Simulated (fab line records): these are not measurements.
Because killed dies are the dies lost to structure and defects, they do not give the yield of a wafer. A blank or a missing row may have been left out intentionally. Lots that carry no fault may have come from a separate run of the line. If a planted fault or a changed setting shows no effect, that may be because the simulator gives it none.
A lot that was struck, set against a sound lot	flow nand harc	20 steps out of a route of 1159
Sound: wafers L434.3, L434.5, L434.6. Struck: wafer L443.2 (left out: L443.4, L443.6 of the same lot, which were not struck); the cause appears at the end.
Order at every step that has rows: each side's tool, ch and its chambers, its first start. Under that, the readings that differ: sound wafers	struck wafers	difference of the means	sigmas: that difference in standard deviations of wafers without a fault.
alike: readings whose means differ by less than 2 such deviations, and words and numbers that are the same on both sides. not compared: withheld readings, readings that some wafer has no value for, bounds like >300 that may hide the same value, and numbers for which the record gives no deviation and whose values overlap.
A row with sigmas, a row that says differs or no value, or rows on one side alone: a step with any of these is where the two part. Numbers that don't overlap but have no deviation are shown without sigmas and don't part them. A reading missing from all wafers of one side parts the sides only when that side holds two or more wafers.

NHARC_P_CONTACT_CMP_24: polishes, t overpolish 30 s, target thk 200 nm.
  sound on cmp-01 ch 2,3, day 7 14:49; struck on cmp-04 ch 2, day 9 16:04
reading	sound	struck	difference	sigmas
time to endpoint s (s)	36.4 35.4 38.2	43.8	+7.1	+2
  alike: motor current A, overpolish run s
then, 1 step without rows for these wafers: NHARC_P_CONTACT_SRD_26.
NHARC_P_CONTACT_INSPECT_27:
  sound on defect inspect-02 at day 7 15:14; struck on defect inspect-01 at day 9 16:28
  alike: raw defect count
then, 8 steps without rows for these wafers: NHARC_P_M0_DEP_00 (deposits SiOC, target thk 150 nm); NHARC_P_M0_DEHYDRATE_01 (time 120 s); NHARC_P_M0_HMDS_02 (time 30 s); NHARC_P_M0_COAT_33 (time 65 s); NHARC_P_M0_COAT_03 (resist thk 90 nm); NHARC_P_M0_SOFTBAKE_04 (time 55 s); NHARC_P_M0_EBR_05; NHARC_P_M0_EXPOSE_06 (exposes mask P M0, target cd 90 nm).
NHARC_P_M0_PEB_07: peb time 65 s.
  sound on litho track-01 ch 0, day 7 15:56; struck on litho track-06 ch 0, day 9 17:17
reading	sound	struck	difference	sigmas
plate temp C (C)	100.06 99.88 100.09	100.35	+0.34	+3
  alike: resist line temp C
then, 1 step without rows for these wafers: NHARC_P_M0_DEVELOP_08 (develop time 35 s).
NHARC_P_M0_CD_MEAS_09 targets a cd of 90 nm.
  sound on cd sem-02 ch 0, day 7 16:01; struck on cd sem-03 ch 0, day 9 17:22
reading	sound	struck	difference	sigmas
cd nm (nm)	90.2 88.8 88.8	102.9	+13.6	+20
NHARC_P_M0_OVL_MEAS_10: pitch 180 nm.
  sound on overlay-01 at day 7 16:07; struck on overlay-02 at day 9 17:28
reading	sound	struck	difference	sigmas
overlay x nm (nm)	0.4 0.2 0.6	-1.4	-1.8	-2
  alike: overlay y nm
NHARC_P_M0_INSPECT_11:
  sound on defect inspect-01 at day 7 16:08; struck on defect inspect-02 at day 9 17:29
  alike: raw defect count
NHARC_P_M0_DESCUM_14: chemistry O2, time 3 s.
  sound on rie diel-07 ch 0,2, day 7 16:13; struck on rie diel-07 ch 2, day 9 17:33
reading	sound	struck	difference	sigmas
model.P_M0.cd nm (nm)	90.07 89.21 88.66	102.7	+13.4	
  alike: drypump motor current A, oes product au, rf vpp V, showerhead plenum p Torr, throttle valve pct
  not compared: rf hours counter h
NHARC_P_M0_ETCH_34: etches the open film in N2/H2, target depth 40 nm, overetch 12 nm, time 43.94 s.
  sound on rie diel-07 ch 0,2,3, day 7 16:19; struck on rie diel-07 ch 2, day 9 17:38
  alike: drypump motor current A, oes product au, rf vpp V, showerhead plenum p Torr, throttle valve pct
  not compared: rf hours counter h
NHARC_P_M0_ETCH_15: etches the open film in C4F8/Ar, target depth 150 nm, overetch 15 nm, time 82.5 s.
  sound: rie diel-07 ch 0,2,3; struck: rie diel-07 ch 0
reading	sound	struck	difference	sigmas
model.P_M0.cd nm (nm)	90.04 89.3 87.89	103	+14	
  alike: oes product au, rf vpp V
  not compared: rf hours counter h
NHARC_P_M0_CD_MEAS_16:
  sound on cd sem-02 at day 7 16:33; struck on cd sem-01 at day 9 17:51
reading	sound	struck	difference	sigmas
cd nm (nm)	89.9 89.5 87.8	102.9	+13.8	+16

WHERE THEY PART
First at NHARC_P_CONTACT_CMP_24; last, within this record, at NHARC_P_M0_CD_MEAS_16.

WHY: what the simulator had put in
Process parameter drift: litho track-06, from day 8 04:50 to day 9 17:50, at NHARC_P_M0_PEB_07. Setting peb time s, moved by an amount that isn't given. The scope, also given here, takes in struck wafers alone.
